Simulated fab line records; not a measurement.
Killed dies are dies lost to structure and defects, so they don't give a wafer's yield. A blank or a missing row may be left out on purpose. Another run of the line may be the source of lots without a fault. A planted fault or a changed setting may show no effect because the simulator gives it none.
Matching of chambers | flow nand-harc | NHARC_P_M2_STRIP_18 on rie-diel-10 has 4 sister chambers
The step strips in N2/H2. 14 wafers are shown with their chamber, then 7 later ones without.

## WAFERS WITH THEIR CHAMBER
wafer  | chamber | drypump-motor-current-A (A) | oes-product-au (a.u.) | throttle-valve-pct (%)
L074.1 | 3       | 6.4                         | 1.017                 | 14.182
L074.2 | 1       | 5.7                         | 0.977                 | 14.135
L074.5 | 2       | 5.2                         | 0.984                 | 14.182
L079.3 | 2       | 5.2                         | 0.976                 | 14.184
L079.4 | 0       | 5.8                         | 1.009                 | 14.175
L079.6 | 2       | 5.2                         | 0.976                 | 14.165
L080.2 | 0       | 5.8                         | 1.013                 | 14.160
L080.4 | 2       | 5.2                         | 0.980                 | 14.160
L080.5 | 2       | 5.3                         | 0.983                 | 14.170
L081.2 | 0       | 5.8                         | 1.014                 | 14.185
L081.4 | 3       | 6.3                         | 1.015                 | 14.186
L081.5 | 0       | 5.8                         | 1.008                 | 14.166
L083.2 | 0       | 5.9                         | 1.010                 | 14.160
L083.3 | 2       | 5.2                         | 0.981                 | 14.177

SIGNATURES (averages over the wafers above)
reading                 | chamber 0 | chamber 1 | chamber 2 | chamber 3 | scatter within a chamber
drypump-motor-current-A | 5.820     | 5.700     | 5.217     | 6.350     | 0.0462
oes-product-au          | 1.01080   | 0.97700   | 0.98000   | 1.01600   | 0.00295
throttle-valve-pct      | 14.16920  | 14.13500  | 14.17300  | 14.18400  | 0.00965
Rule: a wafer's distance from a chamber is the root of the sum, over the readings, of the square of ((its reading less the chamber's mean) divided by the reading's scatter). The wafer belongs to the nearest chamber; if the next one is less than 2 further off, it can't be placed. The scatter is the square root of a quotient: the sum, over the shown wafers, of each reading's squared deviation from its chamber's mean, divided by wafers minus chambers.

## WAFERS WITH NO CHAMBER GIVEN
wafer  | drypump-motor-current-A (A) | oes-product-au (a.u.) | throttle-valve-pct (%)
L083.5 | 6.4                         | 1.006                 | 14.164
L093.3 | 5.2                         | 1.005                 | 14.165
L093.5 | 6.3                         | 1.002                 | 14.161
L093.6 | 5.2                         | 1.011                 | 14.163
L097.1 | 5.6                         | 1.014                 | 14.174
L097.3 | 5.2                         | 0.989                 | 14.175
L097.4 | 6.4                         | 1.009                 | 14.169

## WHICH CHAMBER EACH WENT THROUGH
wafer  | from the rows above | in truth
L083.5 | 3                   | 3
L093.3 | 2                   | 2
L093.5 | 3                   | 3
L093.6 | 2                   | 2
L097.1 | 0                   | 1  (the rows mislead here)
L097.3 | 2                   | 2
L097.4 | 3                   | 3
Correctly placed: 6 of 7. Left unplaced by these rows: 0. Placed wrongly: 1.
